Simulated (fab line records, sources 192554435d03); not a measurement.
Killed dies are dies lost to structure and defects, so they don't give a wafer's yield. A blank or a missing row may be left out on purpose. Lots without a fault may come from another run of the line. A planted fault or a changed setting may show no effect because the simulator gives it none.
fab line records | flow n5_finfet
record lots=11 wafers=32 last_day=19
route steps=1938 shown BEOL_M4@1100 BEOL_M5@1112 PASSIVATION@1936
lots that met no fault: from a run of the same line without faults
start_h: hours from the record's first day to the start of the lot's first wafer shown | wait_h: hours since the lot's step before | " the same as in the row above | L1.1+2: a row that stands for several wafers | - no value, or no start given | * or withheld: withheld | < > ~ a bound
route shown NAME@n: a module of which the file shows steps, and the number in the route of the first | usual: mean/standard deviation of fault-free wafers | same: alike in all rows | chamber/n: place in a boat | sites: the reading at each site | _std_site: their standard deviation | _edge_site: outer sites' mean less inner sites' | radius_mm: how far each site lies from the wafer's centre | mask NAME#n: copy n | behind: the tool/chamber that last shaped the wafer | hold: why the lot was held/for how many hours/how that ended | device: the transistor (n, p or np) that didn't switch | end of line: the same wafers' tests at the end of the route | a step without rows: its recipe alone | killed: dies lost to structure and defects at the first sort, not the wafer's yield | map: a wafer's dies, x killed, . not, _ none there
set.NAME: the setting as run; set.NAME@STEP: as run at that earlier step | model.NAME: the simulator's own value behind a step, which no gauge read
steps of the route over a sample of lots; a table a step, a row a wafer
services: from which hour (start_h, from the record's first day; less than 0 if before it) a tool's chamber was out of use, for how many hours, and why
## steps
# step N5_BEOL_M4_SPUTTER_96
# recipe material=Cu target_thk_a=45 temp_c=-20 chamber_pressure_pa=0.07 power_w=withheld time_s=8.29
# usual throttle_valve_pct=30.1/1
# columns lot.wafer tool chamber start_h wait_h throttle_valve_pct
L505.3 pvd_sputter-02 - 201.02 0.1 29.2
L505.4 " - " " 29.4
L505.6 " - " " 30.7
L503.1 pvd_sputter-01 - 201.16 0.1 28.7
L503.4 " - " " 32.3
L503.6 " - " " 32.3
L506.4 pvd_sputter-03 - 207.99 0.1 29.3
L506.5 " - " " 29.4
L506.6 " - " " 29.6
L507.1 pvd_sputter-02 - 209.60 0.1 30.5
L507.3 " - " " 30.0
L507.5 " - " " 30.2
L512.4 pvd_sputter-03 - 243.04 0.1 29.5
L512.6 " - " " 29.8
L517.1 pvd_sputter-03 - 280.98 0.1 29.6
L517.3 " - " " 30.7
L517.4 " - " " 29.4
L519.1 pvd_sputter-03 - 301.17 0.1 29.4
L519.2 " - " " 28.3
L519.4 " - " " 30.8
L521.2 pvd_sputter-01 - 305.20 0.1 32.3
L521.3 " - " " 29.0
L521.5 " - " " 31.2
L522.1 pvd_sputter-01 - 322.52 0.1 32.2
L522.2 " - " " 31.5
L522.6 " - " " 28.8
L524.1 pvd_sputter-01 - 325.86 0.1 30.9
L524.2 " - " " 29.0
L524.3 " - " " 32.2
L526.1 pvd_sputter-02 - 344.91 0.1 29.0
L526.3 " - " " 30.4
L526.5 " - " " 29.0
# step N5_BEOL_M4_CO_CAP_55
# recipe material=Co target_thk_a=20 temp_c=200 precursor=CCTBA/H2 pressure_torr=30 time_s=102.1
# usual heater_power_outer_w=135/7.1 heater_power_w=253/13
# columns lot.wafer tool chamber start_h wait_h heater_power_outer_w heater_power_w
L505.3 cvd_co-02 1 201.88 0.0 135 242
L505.4 " 0 " " 131 259
L505.6 " 1 " " 131 249
L503.1 cvd_co-01 2 202.10 0.0 141 277
L503.4 " 0 " " 127 244
L503.6 " 1 " " 132 248
L506.4 cvd_co-01 0 209.12 0.0 131 251
L506.5 " 2 " " 149 274
L506.6 " 1 " " 131 236
L507.1 cvd_co-02 2 210.67 0.0 145 237
L507.3 " 1 " " 128 257
L507.5 " 0 " " 126 258
L512.4 cvd_co-01 2 243.94 0.0 145 275
L512.6 " 1 " " 129 244
L517.1 cvd_co-01 2 281.91 0.0 144 273
L517.3 " 1 " " 129 246
L517.4 " 1 " " 129 239
L519.1 cvd_co-02 1 302.05 0.0 128 255
L519.2 " 2 " " 148 241
L519.4 " 2 " " 144 239
L521.2 cvd_co-02 0 306.06 0.0 126 260
L521.3 " 2 " " 142 240
L521.5 " 2 " " 147 242
L522.1 cvd_co-02 0 324.32 0.0 129 248
L522.2 " 2 " " 148 250
L522.6 " 2 " " 147 246
L524.1 cvd_co-02 0 328.80 0.0 127 261
L524.2 " 2 " " 148 238
L524.3 " 1 " " 128 246
L526.1 cvd_co-01 2 345.84 0.0 143 277
L526.3 " 2 " " 145 282
L526.5 " 0 " " 130 244
# step N5_BEOL_M4_INSPECT_59
# recipe inspect_instrument=darkfield mode=post_dep
# usual raw_defect_count=71/27
# columns lot.wafer tool chamber start_h wait_h raw_defect_count
L505.3 defect_inspect-02 - 202.09 0.0 137
L505.4 " - " " 135
L505.6 " - " " 103
L503.1 defect_inspect-02 - 202.31 0.0 41
L503.4 " - " " 72
L503.6 " - " " 54
L506.4 defect_inspect-01 - 209.30 0.0 68
L506.5 " - " " 77
L506.6 " - " " 71
L507.1 defect_inspect-02 - 210.91 0.0 81
L507.3 " - " " 40
L507.5 " - " " 55
L512.4 defect_inspect-01 - 244.12 0.0 53
L512.6 " - " " 56
L517.1 defect_inspect-02 - 282.12 0.0 100
L517.3 " - " " 82
L517.4 " - " " 105
L519.1 defect_inspect-02 - 302.29 0.0 60
L519.2 " - " " 52
L519.4 " - " " 59
L521.2 defect_inspect-01 - 306.27 0.0 139
L521.3 " - " " 131
L521.5 " - " " 94
L522.1 defect_inspect-02 - 324.57 0.0 43
L522.2 " - " " 50
L522.6 " - " " 72
L524.1 defect_inspect-02 - 329.01 0.0 127
L524.2 " - " " 74
L524.3 " - " " 65
L526.1 defect_inspect-02 - 346.09 0.0 93
L526.3 " - " " 83
L526.5 " - " " 81
# step N5_BEOL_M5_ILD_DEP_00
# recipe material=SiCOH_lowk target_thk_a=1406.4 temp_c=300 precursor=DEMS/porogen pressure_torr=5 rf_w=500 time_s=25.9
# usual heater_power_outer_w=145/21 heater_power_w=312/46 showerhead_plenum_p_Torr=5.738/0.014 throttle_valve_pct=13.9/0.92
# columns lot.wafer tool chamber start_h wait_h heater_power_outer_w heater_power_w showerhead_plenum_p_Torr throttle_valve_pct
L505.3 pecvd-03 0 203.08 0.5 148 314 5.731 14.3
L505.4 " 2 " " 136 349 5.733 12.9
L505.6 " 1 " " 166 366 5.729 15.9
L503.1 pecvd-02 0 203.30 0.8 109 273 5.742 13.0
L503.4 " 0 " " 113 278 5.755 13.2
L503.6 " 0 " " 114 283 5.742 13.3
L506.4 pecvd-03 1 210.31 0.4 176 368 5.726 16.0
L506.5 " 2 " " 162 390 5.728 13.0
L506.6 " 0 " " 111 276 5.736 14.1
L507.1 pecvd-03 2 212.19 0.8 166 404 5.727 13.0
L507.3 " 1 " " 195 398 5.711 16.3
L507.5 " 2 " " 171 392 5.729 12.9
L512.4 pecvd-03 2 245.13 0.4 167 384 5.740 13.0
L512.6 " 1 " " 166 356 5.739 16.1
L517.1 pecvd-02 2 283.11 0.8 170 346 5.718 13.3
L517.3 " 0 " " 134 310 5.751 13.7
L517.4 " 1 " " 135 280 5.764 13.3
L519.1 pecvd-04 2 303.28 0.8 147 321 5.737 14.1
L519.2 " 1 " " 126 266 5.734 13.5
L519.4 " 2 " " 149 317 5.748 13.9
L521.2 pecvd-04 1 307.35 0.7 142 287 5.742 13.6
L521.3 " 2 " " 109 265 5.745 14.1
L521.5 " 1 " " 140 287 5.743 13.5
L522.1 pecvd-03 1 325.56 0.8 155 342 5.741 16.0
L522.2 " 2 " " 141 362 5.727 13.2
L522.6 " 0 " " 121 281 5.721 14.5
L524.1 pecvd-03 0 330.00 0.8 134 299 5.729 14.4
L524.2 " 2 " " 121 333 5.734 13.3
L524.3 " 1 " " 167 356 5.727 15.8
L526.1 pecvd-02 1 347.08 0.8 138 274 5.755 13.1
L526.3 " 2 " " 203 379 5.723 13.3
L526.5 " 0 " " 120 290 5.747 13.3
# step N5_BEOL_M5_THK_MEAS_01
# recipe reads=SiCOH_lowk_of_BEOL_M5_ILD_DEP_00
# usual M5_ILD_THK=121.1/1.8
# columns lot.wafer tool chamber start_h wait_h M5_ILD_THK[nm]
L505.3 film_metro-01 - 203.67 0.3 118.4
L505.4 " - " " 120.5
L505.6 " - " " 120.2
L503.1 film_metro-01 - 204.05 0.4 120.1
L503.4 " - " " 123.1
L503.6 " - " " 123.8
L506.4 film_metro-01 - 210.87 0.2 139.7
L506.5 " - " " 121.4
L506.6 " - " " 122.4
L507.1 film_metro-02 - 212.77 0.4 119.4
L507.3 " - " " 136.6
L507.5 " - " " 120.9
L512.4 film_metro-02 - 246.32 0.4 137.1
L512.6 " - " " 121.2
L517.1 film_metro-02 - 283.76 0.4 118.1
L517.3 " - " " 119.9
L517.4 " - " " 118.1
L519.1 film_metro-02 - 303.85 0.4 119.9
L519.2 " - " " 121.5
L519.4 " - " " 122.0
L521.2 film_metro-01 - 308.41 0.7 120.4
L521.3 " - " " 120.3
L521.5 " - " " 124.5
L522.1 film_metro-02 - 326.13 0.4 118.9
L522.2 " - " " 118.9
L522.6 " - " " 121.7
L524.1 film_metro-01 - 330.57 0.4 121.0
L524.2 " - " " 121.9
L524.3 " - " " 119.3
L526.1 film_metro-01 - 347.65 0.4 120.7
L526.3 " - " " 119.0
L526.5 " - " " 125.5
# step N5_PASSIVATION_PROBE_49
# usual defect_limited_yield=91.3/1.3 killed_at_M0_to_M3=34/9.1 killed_at_M4_up=14/5.6 killed_at_contacts=13/5.9 killed_at_front_end=39/11 killed_at_other=3.6/3 killed_dies=102/16 killed_open=68/12 killed_short=33/7.3 sort_bin_5_function=5.2/0.89 sort_bin_6_memory=3.2/0.68 sort_n_pass=1078/16 sort_yield_pct=91.3/1.3
# same gross_dies=1180 killed_at_back_side=0 sort_bin_4_leakage[%]=0 sort_bin_8_speed[%]=0
# columns lot.wafer tool chamber start_h wait_h defect_limited_yield[%] killed_at_M0_to_M3 killed_at_M4_up killed_at_contacts killed_at_front_end killed_at_other killed_dies killed_open killed_short sort_bin_5_function[%] sort_bin_6_memory[%] sort_n_pass sort_yield_pct[%]
L503.1 prober-02 - 309.24 0.0 91.2 39 11 11 42 1 104 69 35 5.3 3.0 1076 91.2
L503.4 prober-02 - 309.39 0.2 92.0 17 18 7 46 6 94 56 38 4.7 3.0 1086 92.0
L503.6 prober-02 - 309.49 0.3 91.0 28 14 8 49 7 106 75 27 4.9 3.6 1074 91.0
L506.4 prober-01 - 317.69 0.2 89.7 29 19 24 49 0 121 79 42 5.7 4.3 1059 89.7
L506.5 prober-01 - 317.74 0.2 92.3 24 19 8 37 3 91 62 29 4.9 2.5 1089 92.3
L506.6 prober-01 - 317.79 0.3 92.0 29 7 18 40 0 94 67 27 4.4 2.9 1086 92.0
L512.4 prober-02 - 348.94 0.2 88.4 29 18 15 72 3 137 90 46 7.2 4.2 1043 88.4
L521.2 prober-02 - 417.43 0.1 90.8 38 25 14 31 1 109 75 32 6.8 2.2 1071 90.8
L521.3 prober-02 - 417.48 0.1 92.2 31 8 10 41 2 92 54 38 4.9 2.6 1088 92.2
L521.5 prober-02 - 417.58 0.2 92.4 39 15 6 29 1 90 47 41 4.3 3.0 1090 92.4
L524.1 prober-02 - 436.19 0.0 93.1 20 21 10 31 0 82 55 26 4.0 2.6 1098 93.1
L524.2 prober-02 - 436.24 0.1 92.9 25 20 14 21 4 84 57 25 3.6 3.3 1096 92.9
L524.3 prober-02 - 436.29 0.1 92.0 22 23 20 27 2 94 63 25 4.7 2.5 1086 92.0
L522.1 prober-01 - 439.81 0.0 91.5 14 17 15 51 3 100 62 38 5.2 3.1 1080 91.5
L522.2 prober-01 - 439.86 0.1 91.5 26 10 12 51 1 100 42 56 5.3 2.5 1080 91.5
L522.6 prober-01 - 440.06 0.3 93.0 19 18 17 28 1 83 53 28 3.7 3.1 1097 93.0
L526.1 prober-02 - 462.47 0.0 91.9 22 8 19 45 2 96 48 41 4.7 2.5 1084 91.9
L526.3 prober-02 - 462.57 0.1 94.3 24 6 9 27 1 67 40 24 3.4 2.0 1113 94.3
L526.5 prober-02 - 462.67 0.2 92.4 35 14 15 26 0 90 65 21 4.6 3.1 1090 92.4
# killed by level:class
L503.1 FIN_SAQP:geometric_particle:short=15 BEOL_M2:geometric_particle:open=12 MOL_CONTACT_COAG:geometric_particle:open=9 FIN_SAQP:geometric_particle:open=7 BEOL_M1:geometric_particle:open=7 BEOL_M3:geometric_particle:open=7 BEOL_M0_SAQP:geometric_particle:open=5 STI_FIN_REVEAL:geometric_particle:open=4
L503.4 STI_FIN_REVEAL:geometric_particle:open=13 FIN_SAQP:geometric_particle:open=7 FIN_SAQP:geometric_particle:short=7 MOL_CONTACT_COAG:geometric_particle:open=7 BEOL_M0_SAQP:geometric_particle:short=7 BEOL_M4:geometric_particle:short=7 GATE_CUT:geometric_particle:short=5 BEOL_M5:geometric_particle:open=3
L503.6 BEOL_M2:geometric_particle:open=13 STI_FIN_REVEAL:geometric_particle:open=12 MOL_CONTACT_COAG:geometric_particle:open=8 FIN_SAQP:geometric_particle:short=7 BEOL_M4:geometric_particle:open=6 GATE_CUT:geometric_particle:short=5 BEOL_M3:geometric_particle:open=5 BEOL_M0_SAQP:geometric_particle:open=4
L506.4 MOL_CONTACT_COAG:geometric_particle:open=18 FIN_SAQP:geometric_particle:short=12 BEOL_M4:geometric_particle:open=10 BEOL_M0_SAQP:geometric_particle:short=10 FIN_SAQP:geometric_particle:open=9 STI_FIN_REVEAL:geometric_particle:open=8 MOL_CONTACT_COAG:geometric_particle:short=6 DUMMY_GATE:geometric_particle:open=6
L506.5 BEOL_M4:geometric_particle:open=13 BEOL_M1:geometric_particle:open=12 FIN_SAQP:geometric_particle:short=6 GATE_CUT:geometric_particle:open=6 MOL_CONTACT_COAG:geometric_particle:open=6 STI_FIN_REVEAL:geometric_particle:open=5 DUMMY_GATE:geometric_particle:open=5 GATE_CUT:geometric_particle:short=4
L506.6 FIN_SAQP:geometric_particle:open=17 MOL_CONTACT_COAG:geometric_particle:open=13 BEOL_M0_SAQP:geometric_particle:open=9 BEOL_M0_SAQP:geometric_particle:short=7 BEOL_M1:geometric_particle:open=6 FIN_SAQP:geometric_particle:short=5 DUMMY_GATE:geometric_particle:open=5 MOL_CONTACT_COAG:geometric_particle:short=5
L512.4 FIN_SAQP:geometric_particle:open=26 MOL_CONTACT_COAG:geometric_particle:open=13 GATE_CUT:geometric_particle:short=12 FIN_SAQP:geometric_particle:short=7 GATE_CUT:geometric_particle:open=6 BEOL_M4:geometric_particle:open=6 BEOL_M1:geometric_particle:open=5 ILD0:geometric_particle:open=5
L521.2 MOL_CONTACT_COAG:geometric_particle:open=10 BEOL_M2:geometric_particle:open=10 BEOL_M0_SAQP:geometric_particle:open=9 FIN_SAQP:geometric_particle:open=7 BEOL_M0_SAQP:geometric_particle:short=6 BEOL_M3:geometric_particle:open=6 DUMMY_GATE:geometric_particle:open=5 GATE_CUT:geometric_particle:short=5
L521.3 FIN_SAQP:geometric_particle:short=9 FIN_SAQP:geometric_particle:open=9 MOL_CONTACT_COAG:geometric_particle:open=9 BEOL_M0_SAQP:geometric_particle:short=7 BEOL_M0_SAQP:geometric_particle:open=7 DUMMY_GATE:geometric_particle:open=5 BEOL_M2:geometric_particle:open=5 BEOL_M3:geometric_particle:open=5
L521.5 BEOL_M0_SAQP:geometric_particle:short=11 BEOL_M0_SAQP:geometric_particle:open=8 GATE_CUT:geometric_particle:short=7 BEOL_M1:geometric_particle:short=7 BEOL_M3:geometric_particle:open=7 FIN_SAQP:geometric_particle:short=5 MOL_CONTACT_COAG:geometric_particle:open=5 BEOL_M2:geometric_particle:open=5
L524.1 FIN_SAQP:geometric_particle:short=9 MOL_CONTACT_COAG:geometric_particle:open=9 BEOL_M4:geometric_particle:open=9 FIN_SAQP:geometric_particle:open=6 BEOL_M0_SAQP:geometric_particle:open=5 STI_FIN_REVEAL:geometric_particle:open=4 BEOL_M3:geometric_particle:open=4 BEOL_M0_SAQP:geometric_particle:short=3
L524.2 BEOL_M3:geometric_particle:open=10 MOL_CONTACT_COAG:geometric_particle:open=9 BEOL_M4:geometric_particle:open=9 BEOL_M2:geometric_particle:open=6 FIN_SAQP:geometric_particle:short=5 MOL_CONTACT_COAG:geometric_particle:short=5 FIN_SAQP:geometric_particle:open=4 BEOL_M7:geometric_particle:open=4
L524.3 MOL_CONTACT_COAG:geometric_particle:open=15 BEOL_M4:geometric_particle:open=10 STI_FIN_REVEAL:geometric_particle:open=6 BEOL_M3:geometric_particle:short=6 FIN_SAQP:geometric_particle:open=5 MOL_CONTACT_COAG:geometric_particle:short=5 BEOL_M5:geometric_particle:open=5 HKMG_FIN:area_etch=5
L522.1 FIN_SAQP:geometric_particle:short=18 MOL_CONTACT_COAG:geometric_particle:open=12 FIN_SAQP:geometric_particle:open=11 BEOL_M5:geometric_particle:open=8 GATE_CUT:geometric_particle:open=5 BEOL_M1:geometric_particle:open=4 STI_FIN_REVEAL:geometric_particle:open=4 GATE_CUT:geometric_particle:short=4
L522.2 FIN_SAQP:geometric_particle:short=24 MOL_CONTACT_COAG:geometric_particle:short=12 FIN_SAQP:geometric_particle:open=8 BEOL_M1:geometric_particle:open=8 BEOL_M0_SAQP:geometric_particle:short=6 BEOL_M0_SAQP:geometric_particle:open=4 BEOL_M5:geometric_particle:open=4 STI_FIN_REVEAL:geometric_particle:short=3
L522.6 MOL_CONTACT_COAG:geometric_particle:open=11 BEOL_M5:geometric_particle:open=10 FIN_SAQP:geometric_particle:short=9 BEOL_M0_SAQP:geometric_particle:open=5 MOL_CONTACT_COAG:geometric_particle:short=5 BEOL_M0_SAQP:geometric_particle:short=5 BEOL_M1:geometric_particle:open=4 STARTING-WAFER:geometric_particle:short=4
L526.1 FIN_SAQP:geometric_particle:short=13 MOL_CONTACT_COAG:geometric_particle:open=13 BEOL_M3:geometric_particle:open=10 FIN_SAQP:geometric_particle:open=7 MOL_CONTACT_COAG:geometric_particle:short=6 HKMG_FIN:area_etch=5 BEOL_M2:geometric_particle:short=4 DUMMY_GATE:geometric_particle:open=3
L526.3 BEOL_M3:geometric_particle:open=12 STI_FIN_REVEAL:geometric_particle:open=5 MOL_CONTACT_COAG:geometric_particle:open=5 DUMMY_GATE:geometric_particle:open=4 MOL_CONTACT_COAG:geometric_particle:short=4 ILD0:geometric_particle:short=3 BEOL_M3:geometric_particle:short=3 STARTING-WAFER:geometric_particle:short=3
L526.5 MOL_CONTACT_COAG:geometric_particle:open=12 BEOL_M3:geometric_particle:open=10 BEOL_M2:geometric_particle:open=7 STI_FIN_REVEAL:geometric_particle:open=6 BEOL_M0_SAQP:geometric_particle:short=6 DUMMY_GATE:geometric_particle:open=5 BEOL_M0_SAQP:geometric_particle:open=4 BEOL_M6:geometric_particle:open=4
## services
# columns tool chamber start_h hours kind
pvd_sputter-02 - 180.38 6.8 repair
pecvd-02 - 181.41 9.7 repair
pvd_sputter-01 - 185.31 8.9 repair
pecvd-02 2 202.38 - clean
pecvd-02 2 202.38 - consumable_replace:showerhead
pecvd-02 2 202.38 29.0 scheduled_down
pecvd-02 2 202.38 29.0 vent_cycle
pecvd-04 - 222.57 1.0 repair
cvd_co-02 - 230.68 70.6 repair
pecvd-03 0 230.83 2.1 scheduled_down
pecvd-03 - 240.43 0.4 repair
pecvd-02 - 240.75 5.5 pm
cvd_co-01 2 256.57 4.6 repair
cvd_co-01 0 284.64 13.4 repair
pecvd-04 2 295.10 2.1 scheduled_down
cvd_co-01 - 301.24 28.1 pm
pecvd-03 - 304.54 5.5 pm
cvd_co-02 1 313.91 14.4 repair
cvd_co-02 - 329.34 3.8 pm
pecvd-03 - 332.36 0.8 pm
cvd_co-01 1 333.33 - clean
cvd_co-01 1 333.33 22.0 scheduled_down
cvd_co-01 1 333.33 22.0 vent_cycle
pecvd-03 2 337.88 15.0 repair
## key
first_sign step=N5_BEOL_M5_THK_MEAS_01 reading=M5_ILD_THK direction=up sigmas=9.2 usual=121.1 struck=137.8
effect none on later readings
met_at N5_BEOL_M5_ILD_DEP_00
struck_lots L506,L507,L512
struck_wafers L506.4,L507.3,L512.4
baseline_loss step=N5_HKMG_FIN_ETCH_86 wafers=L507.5
not_acting_at N5_BEOL_M4_SPUTTER_96,N5_BEOL_M4_CO_CAP_55,N5_BEOL_M4_INSPECT_59
onset_between 203.08 210.31
fault kind=process_parameter_drift tool=pecvd-03 chamber=- onset_h=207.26 steps=N5_BEOL_M5_ILD_DEP_00 channel=time_s offset=* shape=step end_h=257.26 scope=struck_wafers_only acts_in=* stated=*
# baseline_loss: these wafers lose ten dies or more at that step, a loss of the line's own and not of a fault; the sort's usual values leave them out
